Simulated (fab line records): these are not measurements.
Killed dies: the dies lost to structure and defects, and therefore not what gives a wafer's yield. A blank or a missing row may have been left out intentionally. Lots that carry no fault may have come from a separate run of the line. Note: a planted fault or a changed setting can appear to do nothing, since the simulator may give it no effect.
Chamber matching	flow n5_finfet	3 sister chambers for N5_BEOL_M7_DEP_56 on pecvd-01
The step deposits SiCN from 3MS/NH3, target thk 10 nm, time 17.5 s. 3 wafers are shown with their chamber, then 8 later ones without.

WAFERS WITH THEIR CHAMBER
wafer	chamber	throttle_valve_pct (%)
L084.3	0	9.2
L085.3	2	8.2
L086.3	1	10.0

WAFERS WITH NO CHAMBER GIVEN
wafer	throttle_valve_pct (%)
L086.4	9.7
L086.6	8.9
L094.2	9.9
L094.3	8.1
L094.6	8.5
L097.2	8.5
L097.4	10.2
L097.5	9.2

EACH ONE'S CHAMBER
wafer	from the rows above	in truth
L086.4	can't be placed: 1 or 0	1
L086.6	can't be placed: 0 or 2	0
L094.2	1	1
L094.3	2	2
L094.6	can't be placed: 2 or 0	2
L097.2	can't be placed: 2 or 0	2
L097.4	1	1
L097.5	0	0
Correctly placed: 4 of 8. Can't be placed from these rows: 4 (the true chamber is among the candidates in 4). Number placed wrongly: 0.
How it was worked out, from the rows above alone: a wafer's distance from a chamber is the root of the sum, over the readings, of the square of ((its reading less the chamber's mean) divided by the reading's scatter). If the next closest chamber is less than 2 further off than the closest, the wafer can't be placed; otherwise it belongs to the closest. For every chamber, the mean is computed from those of its wafers that are shown. The scatter (one wafer shown for each chamber): square how far every hidden wafer sits from the nearest shown wafer, average those squares and take the square root.
